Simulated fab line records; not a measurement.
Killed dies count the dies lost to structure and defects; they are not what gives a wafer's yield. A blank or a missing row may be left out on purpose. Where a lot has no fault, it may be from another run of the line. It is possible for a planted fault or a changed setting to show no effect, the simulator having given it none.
Split-lot trial | flow n5-finfet | 39 wafers read from 7 lots, route of 1938 steps

## SPLIT DETAILS
At N5_FIN_SAQP_MANDREL_ETCH_22 (etches a-Si in HBr/Cl2, stops on SiNx, target depth 60 nm, bt time 10 s, time 30 s), the setting target-depth-a was moved away from the recipe's 600 angstrom on 12 of the 39 wafers read, by -8.1% to +9.5%. For the rest of the wafers, this setting stayed at what the recipe calls for.

Reading taken at the split's own step.

## THE READING
SOC_of_FIN_SAQP_COAT_49.thk-nm (the simulator's own value, which no gauge read), in nm, at N5_FIN_SAQP_MANDREL_ETCH_22 (etches a-Si in HBr/Cl2, stops on SiNx, target depth 60 nm, bt time 10 s, time 30 s). No usual value for it is given in the file. Here, 27 wafers ran the recipe; their average is 76.08 nm with a standard deviation of 0.31 nm.

wafer  | tool, chamber at the split | target-depth-a as run, angstrom | against the recipe | SOC_of_FIN_SAQP_COAT_49.thk-nm, nm | against lot-mates on the recipe
L074.1 | rie-si-05, 3,1             | 600                             | recipe             | 76.6                               | -
L074.5 | rie-si-05, 3,1             | 600                             | recipe             | 76.6                               | -
L074.2 | rie-si-05, 1               | 631.9                           | +5.3%              | 75.07                              | -1.52
L074.3 | rie-si-05, 0               | 600                             | recipe             | 76.56                              | -
L074.4 | rie-si-05, 0               | 631.9                           | +5.3%              | 75.08                              | -1.51
L074.6 | rie-si-05, 3               | 631.9                           | +5.3%              | 75.45                              | -1.14
L077.1 | rie-si-04, 1               | 600                             | recipe             | 75.93                              | -
L077.2 | rie-si-04, 0               | 600                             | recipe             | 76.29                              | -
L077.3 | rie-si-04, 2               | 600                             | recipe             | 75.87                              | -
L077.4 | rie-si-04, 3               | 600                             | recipe             | 76.31                              | -
L077.5 | rie-si-04, 1               | 600                             | recipe             | 75.86                              | -
L077.6 | rie-si-04, 0               | 600                             | recipe             | 76.45                              | -
L078.1 | rie-si-04, 3               | 551.6                           | -8.1%              | 78.23                              | +2.45
L078.2 | rie-si-04, 2               | 600                             | recipe             | 75.84                              | -
L078.3 | rie-si-04, 0               | 551.6                           | -8.1%              | 77.5                               | +1.72
L078.4 | rie-si-04, 1               | 551.6                           | -8.1%              | 77.59                              | +1.81
L078.5 | rie-si-04, 1               | 600                             | recipe             | 75.58                              | -
L078.6 | rie-si-04, 2               | 600                             | recipe             | 75.93                              | -
L081.1 | rie-si-06, 0               | 600                             | recipe             | 76.06                              | -
L081.2 | rie-si-06, 2               | 600                             | recipe             | 75.68                              | -
L081.3 | rie-si-06, 1               | 600                             | recipe             | 76.2                               | -
L081.4 | rie-si-06, 3               | 600                             | recipe             | 76.03                              | -
L081.5 | rie-si-06, 3               | 600                             | recipe             | 76.24                              | -
L081.6 | rie-si-06, 0               | 600                             | recipe             | 75.63                              | -
L086.3 | rie-si-04, 0               | 600                             | recipe             | 75.77                              | -
L086.4 | rie-si-04, 2               | 600                             | recipe             | 75.71                              | -
L086.6 | rie-si-04, 2               | 600                             | recipe             | 75.66                              | -
L090.1 | rie-si-06, 1               | 628.5                           | +4.8%              | 75.16                              | -1.03
L090.2 | rie-si-06, 3               | 600                             | recipe             | 76.24                              | -
L090.3 | rie-si-06, 0               | 600                             | recipe             | 76.2                               | -
L090.4 | rie-si-06, 2               | 628.5                           | +4.8%              | 74.97                              | -1.22
L090.5 | rie-si-06, 3               | 600                             | recipe             | 76.14                              | -
L090.6 | rie-si-06, 0               | 628.5                           | +4.8%              | 74.55                              | -1.64
L091.1 | rie-si-05, 1               | 657                             | +9.5%              | 73.51                              | -2.79
L091.2 | rie-si-05, 2               | 600                             | recipe             | 76.51                              | -
L091.3 | rie-si-05, 3               | 657                             | +9.5%              | 74.03                              | -2.27
L091.4 | rie-si-05, 0               | 600                             | recipe             | 76.42                              | -
L091.5 | rie-si-05, 2               | 657                             | +9.5%              | 74.7                               | -1.60
L091.6 | rie-si-05, 1               | 600                             | recipe             | 75.96                              | -
Rows listing several chambers each stand for several wafers; the file does not say which wafer went through which chamber.

THE FIT
A straight line over all 39 wafers: SOC_of_FIN_SAQP_COAT_49.thk-nm changes by -0.209 nm for each +1% of target-depth-a; r = -0.93; the points scatter about the line by 0.34 nm.
The same after taking each lot's own level away (the mean of its wafers on the recipe; 39 wafers): -0.245 nm for each +1%; r = -0.97; scatter 0.25 nm.
The reading moves by 2.3 nm for the largest change in target-depth-a, on that fit.
Measured against the standard deviation above, the lots' own levels, which go from 75.713 to 76.587 nm, span 2.8 times it.
In other words, the slope is changed by the lot-to-lot level; the two fits disagree.
Check: for one of the wafers moved furthest among these (+9.5%), held out of the fit, the line's prediction against its lot-mates is -2.26 nm. It came out at -2.79 nm against them.

## FILE'S OWN FIT
SOC_of_FIN_SAQP_COAT_49.thk-nm changes by -0.246 nm for each +1% of target-depth-a, r = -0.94.
